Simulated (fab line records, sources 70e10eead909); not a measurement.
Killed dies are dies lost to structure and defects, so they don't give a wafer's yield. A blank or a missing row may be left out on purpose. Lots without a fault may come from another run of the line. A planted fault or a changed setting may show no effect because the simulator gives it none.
Chamber matching | flow nand_harc | NHARC_A_CONTACT_ETCH_106 on rie_diel-13: 4 sister chambers
The step etches the open film in CF4/O2, target depth 90 nm, overetch 9 nm, time 49.5 s. 8 wafers are shown with their chamber, then 8 later ones without.

WAFERS WITH THEIR CHAMBER
wafer  | chamber | showerhead_plenum_p_Torr (Torr) | drypump_motor_current_A (A)
L082.1 | 3       | 1.44                            | 5.6
L083.1 | 3       | 1.44                            | 5.5
L083.3 | 0       | 1.35                            | 6.3
L083.5 | 0       | 1.36                            | 6.3
L085.2 | 1       | 1.43                            | 6.4
L085.3 | 2       | 1.31                            | 6.5
L085.5 | 2       | 1.31                            | 6.5
L088.1 | 1       | 1.43                            | 6.4

WAFERS WITHOUT THEIR CHAMBER
wafer  | showerhead_plenum_p_Torr (Torr) | drypump_motor_current_A (A)
L088.3 | 1.44                            | 5.5
L088.4 | 1.35                            | 6.3
L089.2 | 1.42                            | 6.4
L089.3 | 1.31                            | 6.5
L089.4 | 1.35                            | 6.3
L089.1 | 1.43                            | 5.6
L089.5 | 1.43                            | 5.6
L089.6 | 1.31                            | 6.5

WHICH CHAMBER EACH WENT THROUGH
wafer  | from the rows above | in truth
L088.3 | 3                   | 3
L088.4 | 0                   | 0
L089.2 | 1                   | 1
L089.3 | 2                   | 2
L089.4 | 0                   | 0
L089.1 | 3                   | 3
L089.5 | 3                   | 3
L089.6 | 2                   | 2
Placed correctly: 8 of 8. Can't be placed from these rows: 0. Placed wrongly: 0.
How it was worked out, from the rows above alone: a wafer's distance from a chamber is the root of the sum, over the readings, of the square of ((its reading less the chamber's mean) divided by the reading's scatter). The wafer belongs to the nearest chamber; if the next one is less than 2 further off, it can't be placed. A chamber's mean is the mean of its shown wafers. The scatter: the root of (the sum of the squares of (reading less its chamber's mean) over the shown wafers, divided by (wafers less chambers)).
